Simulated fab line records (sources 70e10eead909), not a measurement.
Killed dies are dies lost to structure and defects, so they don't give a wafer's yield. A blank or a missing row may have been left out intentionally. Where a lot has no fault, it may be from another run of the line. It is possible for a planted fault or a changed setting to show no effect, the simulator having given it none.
Matching of chambers / flow nandHarc / 3 sister chambers for NHARC_P_BONDPAD_DEP_00 on pecvd-01
The step deposits SiCN, target thk 250 nm. 14 wafers are shown with their chamber, then 7 later ones without.

## WAFERS, EACH WITH ITS CHAMBER
wafer=L077.4; chamber=0; heaterPowerW (W)=522; rfFwdPowerW (W)=450.5
wafer=L077.5; chamber=1; heaterPowerW (W)=678; rfFwdPowerW (W)=448.3
wafer=L077.6; chamber=2; heaterPowerW (W)=567; rfFwdPowerW (W)=450.5
wafer=L079.3; chamber=1; heaterPowerW (W)=632; rfFwdPowerW (W)=449.7
wafer=L079.4; chamber=1; heaterPowerW (W)=646; rfFwdPowerW (W)=446.9
wafer=L079.5; chamber=2; heaterPowerW (W)=648; rfFwdPowerW (W)=450.1
wafer=L080.3; chamber=0; heaterPowerW (W)=452; rfFwdPowerW (W)=449.6
wafer=L080.4; chamber=0; heaterPowerW (W)=456; rfFwdPowerW (W)=449.9
wafer=L080.5; chamber=1; heaterPowerW (W)=671; rfFwdPowerW (W)=447.1
wafer=L085.3; chamber=2; heaterPowerW (W)=522; rfFwdPowerW (W)=449.7
wafer=L085.5; chamber=2; heaterPowerW (W)=552; rfFwdPowerW (W)=450.8
wafer=L085.6; chamber=1; heaterPowerW (W)=624; rfFwdPowerW (W)=449.2
wafer=L088.1; chamber=0; heaterPowerW (W)=443; rfFwdPowerW (W)=449.4
wafer=L088.3; chamber=0; heaterPowerW (W)=454; rfFwdPowerW (W)=450.5

SIGNATURES, as means of the wafers listed above
reading=heaterPowerW; chamber 0=465.40; chamber 1=650.20; chamber 2=572.25; scatter within a chamber=37
reading=rfFwdPowerW; chamber 0=449.980; chamber 1=448.240; chamber 2=450.275; scatter within a chamber=0.846
Rule: for a wafer and a chamber, the distance is found by dividing, reading by reading, the gap between the wafer's reading and the chamber's mean by the reading's scatter, squaring, summing and taking the root. If the next closest chamber is less than 2 further off than the closest, the wafer can't be placed; otherwise it belongs to the closest. The scatter: the root of (the sum of the squares of (reading less its chamber's mean) over the shown wafers, divided by (wafers less chambers)).

## WAFERS WITH NO CHAMBER GIVEN
wafer=L088.6; heaterPowerW (W)=645; rfFwdPowerW (W)=448.4
wafer=L092.1; heaterPowerW (W)=468; rfFwdPowerW (W)=448.1
wafer=L092.2; heaterPowerW (W)=585; rfFwdPowerW (W)=448.5
wafer=L092.5; heaterPowerW (W)=605; rfFwdPowerW (W)=451.5
wafer=L095.3; heaterPowerW (W)=520; rfFwdPowerW (W)=449.6
wafer=L095.5; heaterPowerW (W)=536; rfFwdPowerW (W)=448.9
wafer=L095.6; heaterPowerW (W)=600; rfFwdPowerW (W)=450.2

## WHICH CHAMBER EACH ONE RAN IN
wafer=L088.6; from the rows above=1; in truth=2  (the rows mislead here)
wafer=L092.1; from the rows above=can't be placed: 0 or 2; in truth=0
wafer=L092.2; from the rows above=can't be placed: 1 or 2 or 0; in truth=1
wafer=L092.5; from the rows above=2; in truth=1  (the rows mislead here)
wafer=L095.3; from the rows above=can't be placed: 0 or 2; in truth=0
wafer=L095.5; from the rows above=can't be placed: 2 or 0 or 1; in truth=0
wafer=L095.6; from the rows above=can't be placed: 2 or 1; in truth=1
Placed correctly: 0 of 7. These rows do not allow placing 5 (true chamber among the candidates in 5). Number placed wrongly: 2.
